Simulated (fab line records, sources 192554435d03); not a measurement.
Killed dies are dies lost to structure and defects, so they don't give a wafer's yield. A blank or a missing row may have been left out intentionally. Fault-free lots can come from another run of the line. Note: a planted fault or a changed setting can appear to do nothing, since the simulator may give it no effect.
Chamber matching | flow n5 finfet | rie diel-02 running N5_BEOL_M14_DESCUM_33: 4 sister chambers
The step chemistry O2, time 7.9 s. 22 wafers are shown with their chamber, then 11 later ones without.

WAFERS PAIRED WITH THEIR CHAMBERS
wafer  | chamber | showerhead plenum p Torr (Torr) | drypump motor current A (A) | throttle valve pct (%)
L078.2 | 2       | 2.20                            | 6.2                         | 20.29
L078.3 | 0       | 1.98                            | 5.8                         | 20.40
L078.6 | 3       | 2.12                            | 5.7                         | 20.05
L081.3 | 1       | 2.11                            | 5.2                         | 20.33
L081.4 | 2       | 2.19                            | 6.2                         | 20.31
L081.6 | 2       | 2.19                            | 6.2                         | 20.30
L083.1 | 1       | 2.11                            | 5.2                         | 20.32
L083.2 | 0       | 1.98                            | 5.8                         | 20.42
L083.3 | 2       | 2.19                            | 6.2                         | 20.29
L083.4 | 3       | 2.12                            | 5.7                         | 20.08
L083.5 | 3       | 2.12                            | 5.6                         | 20.07
L083.6 | 2       | 2.19                            | 6.2                         | 20.31
L084.3 | 2       | 2.19                            | 6.2                         | 20.30
L084.4 | 1       | 2.11                            | 5.2                         | 20.31
L084.6 | 1       | 2.11                            | 5.2                         | 20.32
L088.1 | 0       | 1.97                            | 5.8                         | 20.43
L088.3 | 3       | 2.12                            | 5.7                         | 20.10
L088.4 | 1       | 2.11                            | 5.3                         | 20.35
L091.1 | 2       | 2.19                            | 6.2                         | 20.33
L091.2 | 1       | 2.10                            | 5.3                         | 20.35
L091.4 | 1       | 2.10                            | 5.2                         | 20.34
L090.1 | 1       | 2.10                            | 5.2                         | 20.34

SIGNATURES (means of the wafers above)
reading                  | chamber 0 | chamber 1 | chamber 2 | chamber 3 | scatter within a chamber
showerhead plenum p Torr | 1.9767    | 2.1063    | 2.1914    | 2.1200    | 0.00435
drypump motor current A  | 5.800     | 5.225     | 6.200     | 5.675     | 0.0354
throttle valve pct       | 20.4167   | 20.3325   | 20.3043   | 20.0750   | 0.0158
Rule: for a wafer and a chamber, the distance is found by dividing, reading by reading, the gap between the wafer's reading and the chamber's mean by the reading's scatter, squaring, summing and taking the root. If the next closest chamber is less than 2 further off than the closest, the wafer can't be placed; otherwise it belongs to the closest. The scatter: take each reading less its chamber's mean, square it, sum over the shown wafers, divide by the number of wafers less the number of chambers, and take the root.

WAFERS WITHOUT THEIR CHAMBER
wafer  | showerhead plenum p Torr (Torr) | drypump motor current A (A) | throttle valve pct (%)
L090.3 | 2.11                            | 5.7                         | 20.11
L090.5 | 2.10                            | 5.2                         | 20.35
L092.1 | 2.19                            | 6.2                         | 20.34
L092.2 | 2.11                            | 5.7                         | 20.10
L092.3 | 2.10                            | 5.3                         | 20.35
L092.4 | 2.19                            | 6.2                         | 20.34
L092.5 | 2.10                            | 5.3                         | 20.34
L092.6 | 2.11                            | 5.7                         | 20.10
L097.1 | 2.23                            | 5.8                         | 20.03
L097.3 | 2.10                            | 5.2                         | 20.37
L097.6 | 2.11                            | 5.7                         | 20.12

THE CHAMBER EACH PASSED THROUGH
wafer  | from the rows above | in truth
L090.3 | 3                   | 3
L090.5 | 1                   | 1
L092.1 | 2                   | 2
L092.2 | 3                   | 3
L092.3 | 1                   | 1
L092.4 | 2                   | 2
L092.5 | 1                   | 1
L092.6 | 3                   | 3
L097.1 | 2                   | 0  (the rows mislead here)
L097.3 | 1                   | 1
L097.6 | 3                   | 3
Correctly placed: 10 of 11. Left unplaced by these rows: 0. Wrongly placed: 1.
